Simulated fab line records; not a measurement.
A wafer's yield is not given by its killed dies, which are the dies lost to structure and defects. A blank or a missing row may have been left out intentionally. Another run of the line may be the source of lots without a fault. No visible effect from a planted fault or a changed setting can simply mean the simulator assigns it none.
Matching of chambers    flow n5Finfet    N5_BEOL_M0_SAQP_PECVD_96 on pecvd-04: 3 sister chambers
The step deposits a-Si from SiH4/He, target thk 45 nm, time 45.2 s. 3 wafers are shown with their chamber, then 10 later ones without.

## WAFERS WITH THEIR CHAMBER
wafer   chamber  throttleValvePct (%)
L092.4  2        17.5
L093.1  1        18.3
L093.2  0        19.2

## WAFERS MISSING THEIR CHAMBER
wafer   throttleValvePct (%)
L093.5  18.9
L094.1  18.9
L094.5  19.1
L094.6  17.4
L095.1  18.4
L095.3  19.1
L095.4  18.3
L097.2  18.5
L097.4  18.1
L097.5  19.2

## THE CHAMBER EACH PASSED THROUGH
wafer   from the rows above      in truth
L093.5  can't be placed: 0 or 1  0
L094.1  can't be placed: 0 or 1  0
L094.5  0                        0
L094.6  2                        2
L095.1  1                        1
L095.3  0                        0
L095.4  1                        1
L097.2  1                        1
L097.4  1                        1
L097.5  0                        0
Correct placement for 8 of the 10. Unplaceable from these rows: 2, with the true chamber sitting among the candidates in 2. Placed wrongly: 0.
How it was worked out, from the rows above alone: a wafer's distance from a chamber is the root of the sum, over the readings, of the square of ((its reading less the chamber's mean) divided by the reading's scatter). The wafer belongs to the nearest chamber; if the next one is less than 2 further off, it can't be placed. Each chamber's mean is taken over the wafers shown for it. The scatter (one wafer shown for each chamber): square how far every hidden wafer sits from the nearest shown wafer, average those squares and take the square root.
